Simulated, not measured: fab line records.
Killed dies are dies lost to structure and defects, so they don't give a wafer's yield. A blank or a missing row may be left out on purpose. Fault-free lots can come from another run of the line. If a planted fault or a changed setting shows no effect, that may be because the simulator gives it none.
Matching of chambers    flow n5 finfet    N5_BEOL_M0_SAQP_STRIP_75 on rie diel-05 has 4 sister chambers
The step strips in CF4. 22 wafers are shown with their chamber, then 11 later ones without.

## EACH WAFER AND ITS CHAMBER
wafer   chamber  showerhead plenum p Torr (Torr)  drypump motor current A (A)  throttle valve pct (%)
L076.1  0        1.82                             5.6                          13.00
L076.3  1        1.69                             5.8                          13.51
L076.4  2        1.85                             5.7                          13.48
L077.2  3        1.76                             5.0                          13.39
L077.4  2        1.85                             5.7                          13.49
L077.5  0        1.82                             5.5                          13.01
L085.2  2        1.85                             5.7                          13.53
L085.5  2        1.85                             5.7                          13.54
L085.6  1        1.68                             5.8                          13.54
L087.3  2        1.85                             5.7                          13.54
L087.4  1        1.68                             5.8                          13.56
L087.6  0        1.82                             5.5                          13.06
L088.3  2        1.85                             5.6                          13.54
L088.5  1        1.68                             5.8                          13.55
L088.6  0        1.82                             5.5                          13.07
L089.1  1        1.68                             5.8                          13.57
L089.2  2        1.85                             5.7                          13.55
L089.3  3        1.75                             5.0                          12.85
L089.4  0        1.82                             5.5                          13.07
L089.5  2        1.85                             5.7                          13.56
L089.6  1        1.68                             5.8                          13.56
L090.3  1        1.68                             5.8                          13.56

SIGNATURES (averages over the wafers above)
reading                   chamber 0  chamber 1  chamber 2  chamber 3  scatter within a chamber
showerhead plenum p Torr  1.8200     1.6814     1.8500     1.7550     0.00275
drypump motor current A   5.520      5.800      5.688      5.000      0.0305
throttle valve pct        13.0420    13.5500    13.5288    13.1200    0.0939
Rule: for a wafer and a chamber, the distance is found by dividing, reading by reading, the gap between the wafer's reading and the chamber's mean by the reading's scatter, squaring, summing and taking the root. The wafer belongs to the nearest chamber; if the next one is less than 2 further off, it can't be placed. How the scatter is found: for the shown wafers, subtract from each reading the mean of its chamber, square and add these, divide the total by (wafers less chambers), then take the root.

## WAFERS WITH NO CHAMBER GIVEN
wafer   showerhead plenum p Torr (Torr)  drypump motor current A (A)  throttle valve pct (%)
L090.5  1.82                             5.5                          13.04
L090.6  1.68                             5.8                          13.58
L092.1  1.85                             5.7                          13.57
L092.3  1.75                             5.0                          12.88
L092.6  1.85                             5.7                          13.56
L094.1  1.84                             5.7                          13.56
L094.2  1.81                             5.5                          13.07
L094.6  1.75                             5.0                          12.88
L096.1  1.89                             5.8                          12.98
L096.2  1.81                             5.5                          13.10
L096.6  1.89                             5.8                          12.99

## WHICH CHAMBER EACH ONE RAN IN
wafer    from the rows above   in truth
L090.5   0                     0
L090.6   1                     1
L092.1   2                     2
L092.3   3                     3
L092.6   2                     2
L094.1   2                     2
L094.2   0                     0
L094.6   3                     3
L096.1   2                     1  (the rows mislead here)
L096.2   0                     0
L096.6   2                     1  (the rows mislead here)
9 of 11 placed correctly. From these rows, 0 cannot be placed. 2 placed wrongly.
